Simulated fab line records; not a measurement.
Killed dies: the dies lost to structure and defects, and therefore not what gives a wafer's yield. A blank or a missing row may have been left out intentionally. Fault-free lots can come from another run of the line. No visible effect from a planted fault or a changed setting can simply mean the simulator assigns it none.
Struck lot and sound lot, side by side || flow n5_finfet || 39 steps out of a route of 1938
Sound: these wafers, L152.2, L152.3, L152.6. Wafers L158.1, L158.2, L158.6 were the ones struck. The cause is named last.
Each step with rows lists, per side, the tool, then ch with its chambers, then its first start. Under that, the readings that differ: sound wafers || struck wafers || difference of the means || sigmas: that difference in standard deviations of wafers without a fault.
alike: readings with means less than 2 such deviations apart, plus words and numbers identical on both sides. not compared: withheld readings, readings lacking a value on some wafer, bounds such as >300 that could conceal the same value, and numbers that have no deviation in the record and whose values overlap.
Wherever a step has rows on one side only, a row that says differs or no value, or a row with sigmas, the two part there. Numbers that don't overlap but have no deviation are shown without sigmas and don't part them. A reading that every wafer of one side lacks parts them only if that side has two wafers or more.

first, 9 steps without rows for these wafers: N5_SDB_CMP_30 (polishes, stops on poly-Si, t overpolish 1.54 s, target thk 30 nm); N5_DUMMY_REMOVAL_HM_STRIP_01 (strips SiNx in CH3F/O2, stops on poly-Si, target depth 4 nm, time 6.8 s); N5_DUMMY_REMOVAL_STRIP_10 (strips in N2/H2, time 40 s); N5_DUMMY_REMOVAL_PRECLEAN_07 (cleans in dHF, time 30 s); N5_DUMMY_REMOVAL_DUMMY_REMOVE_02 (chemistry TMAH, target poly-Si, stops on SiO2, target depth 142 nm, time 57 s, rinse time 30 s); N5_DUMMY_REMOVAL_PRECLEAN_08 (cleans in NF3:NH3, afs cycles 2, time 20 s, sublimation time 60 s); N5_DUMMY_REMOVAL_PRECLEAN_04 (cleans in DHF, time 37 s); N5_DUMMY_REMOVAL_SRD_05 (time 30 s); N5_HKMG_FIN_IL_REGROW_00 (material SiO2, chemistry O3, target thk 0.75 nm, time 30 s).
N5_HKMG_FIN_HK_ALD_01: deposits HfO2, target thk 1.6 nm, pulse time 3 s, purge time 3 s.
  sound on ald_hk-01 ch 0,1,2, day 5 06:25; struck on ald_hk-01 ch 0,2,3, day 7 03:51
  alike: precursor_pulse_height_rel
then, 26 steps without rows for these wafers: N5_HKMG_FIN_HK_ANNEAL_02 (time 30 s); N5_HKMG_FIN_ALD_74 (deposits La2O3, target thk 0.5 nm, pulse time 6 s, co reactant pulse time 1 s); N5_HKMG_FIN_ALD_75 (deposits Al2O3, target thk 1 nm, co reactant pulse time 1 s); N5_HKMG_FIN_COAT_41 (time 60 s, resist thk 300 nm); N5_HKMG_FIN_COAT_42 (time 60 s, resist thk 35 nm); N5_HKMG_FIN_COAT_43 (resist thk 90 nm); N5_HKMG_FIN_EBR_45; N5_HKMG_FIN_SOFTBAKE_44 (time 60 s); N5_HKMG_FIN_EXPOSE_46 (exposes mask NDIPOLE); N5_HKMG_FIN_PEB_47 (peb time 60 s); N5_HKMG_FIN_DEVELOP_48 (develop time 30 s); N5_HKMG_FIN_DESCUM_53 (chemistry O2, time 7.9 s); N5_HKMG_FIN_ETCH_54 (etches SiARC in CF4, target depth 45.5 nm, time 75.8 s); N5_HKMG_FIN_ETCH_55 (etches SOC in N2/H2, target depth 240 nm, time 300 s); N5_HKMG_FIN_STRIP_56 (strips in N2/H2); N5_HKMG_FIN_STRIP_57 (strips in CF4); N5_HKMG_FIN_ETCH_58 (etches SOC in N2/H2, target depth 215.8 nm, time 741 s); N5_HKMG_FIN_STRIP_93 (strips SOC in N2/H2, time 20 s); N5_HKMG_FIN_WET_ETCH_76 (etches Al2O3 in dNH4OH, stops on La2O3, target depth 2.25 nm, rinse time 30 s); N5_HKMG_FIN_STRIP_60 (strips in N2/H2, time 360 s); N5_HKMG_FIN_WET_ETCH_77 (etches La2O3 in dHCl, stops on HfO2, target depth 2 nm); N5_HKMG_FIN_WET_ETCH_78 (etches Al2O3 in dNH4OH, stops on La2O3, target depth 4.5 nm, rinse time 30 s); N5_HKMG_FIN_ALD_79 (deposits TiN, target thk 1.5 nm, pulse time 1 s, purge time 3 s); N5_HKMG_FIN_CVD_62 (deposits a-Si from Si2H6, target thk 3 nm, time 20.8 s); N5_HKMG_FIN_RTA_80 (time 2 s); N5_HKMG_FIN_PRECLEAN_64 (cleans in dHF, time 30 s).
N5_HKMG_FIN_THK_MEAS_70: measures by xrf.
  struck on film_metro-01, day 7 07:37; sound on film_metro-02, day 5 10:28
{"reading": "HK_THK (nm)", "sound": "1.614 1.583 1.576", "struck": "1.277 1.275 1.257", "difference": -0.321, "sigmas": -19}
-- record jumps: 5 days separate the struck wafers' starts on either side; left off in module HKMG_FIN, taken up again in module BEOL_M4, whose first shown step is the route's number 1111 --
N5_BEOL_M4_RC_MEAS_101:
  sound on prober-01 ch 0, day 9 03:05; struck on prober-02 ch 0, day 11 20:07
  alike: DIBL_N, DIBL_P, IOFF_N, IOFF_P, ION_N, ION_P, SS_N, SS_P, VT_N, VT_P
-- a jump in the record: the struck wafers' starts before and after are 5 days apart (it breaks off in module BEOL_M4 and resumes in module PASSIVATION, where the first step shown is number 1936 of the route) --
N5_PASSIVATION_PROBE_49:
  struck on prober-02, day 17 06:17; sound on prober-02, day 14 04:13
  alike: defect_limited_yield, killed_at_M0_to_M3, killed_at_M4_up, killed_at_contacts, killed_at_front_end, killed_at_other, killed_dies, killed_open, killed_short, sort_bin_4_leakage, sort_bin_5_function, sort_bin_6_memory, sort_n_pass, sort_yield_pct

== WHERE THEY PART ==
Only at N5_HKMG_FIN_THK_MEAS_70, within this record. Later steps at which nothing parts them and some readings are alike: N5_BEOL_M4_RC_MEAS_101, N5_PASSIVATION_PROBE_49.

WHY: whatever the simulator had introduced
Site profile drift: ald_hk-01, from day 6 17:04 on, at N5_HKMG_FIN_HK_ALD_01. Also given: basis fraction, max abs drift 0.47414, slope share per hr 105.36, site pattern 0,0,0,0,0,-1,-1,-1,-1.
